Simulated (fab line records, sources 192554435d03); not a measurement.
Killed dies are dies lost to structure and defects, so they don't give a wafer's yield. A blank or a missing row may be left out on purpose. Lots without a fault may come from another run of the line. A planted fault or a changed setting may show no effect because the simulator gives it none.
Chamber matching | flow n5_finfet | N5_FIN_SAQP_SPACER2_ALD_28 on ald_sin-03: 4 sister chambers
The step deposits SiO2, target thk 8.1 nm, pulse time 1 s, purge time 2 s. 8 wafers are shown with their chamber, then 9 later ones without.

WAFERS WITH THEIR CHAMBER
wafer  | chamber | heater_power_w (W) | precursor_pulse_height_rel
L075.6 | 2       | 487                | 0.990
L076.4 | 1       | 426                | 0.991
L076.6 | 2       | 488                | 1.010
L083.3 | 3       | 505                | 1.002
L083.5 | 0       | 518                | 0.994
L087.1 | 0       | 485                | 0.993
L087.4 | 1       | 421                | 0.981
L087.5 | 3       | 495                | 1.030

WAFERS WITHOUT THEIR CHAMBER
wafer  | heater_power_w (W) | precursor_pulse_height_rel
L090.3 | 431                | 0.979
L090.5 | 491                | 1.022
L090.6 | 435                | 0.987
L093.2 | 508                | 1.015
L093.4 | 499                | 1.030
L093.5 | 497                | 1.019
L096.1 | 500                | 1.030
L096.2 | 437                | 1.021
L096.3 | 487                | 0.995

WHICH CHAMBER EACH WENT THROUGH
wafer  | from the rows above          | in truth
L090.3 | 1                            | 1
L090.5 | can't be placed: 3 or 2 or 0 | 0
L090.6 | 1                            | 1
L093.2 | can't be placed: 3 or 0 or 2 | 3
L093.4 | can't be placed: 3 or 2 or 0 | 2
L093.5 | can't be placed: 3 or 2 or 0 | 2
L096.1 | can't be placed: 3 or 2 or 0 | 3
L096.2 | can't be placed: 1 or 2      | 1
L096.3 | can't be placed: 2 or 0 or 3 | 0
Placed correctly: 2 of 9. Can't be placed from these rows: 7 (the true chamber is among the candidates in 7). Placed wrongly: 0.
How it was worked out, from the rows above alone: a wafer's distance from a chamber is the root of the sum, over the readings, of the square of ((its reading less the chamber's mean) divided by the reading's scatter). The wafer belongs to the nearest chamber; if the next one is less than 2 further off, it can't be placed. A chamber's mean is the mean of its shown wafers. The scatter: the root of (the sum of the squares of (reading less its chamber's mean) over the shown wafers, divided by (wafers less chambers)).
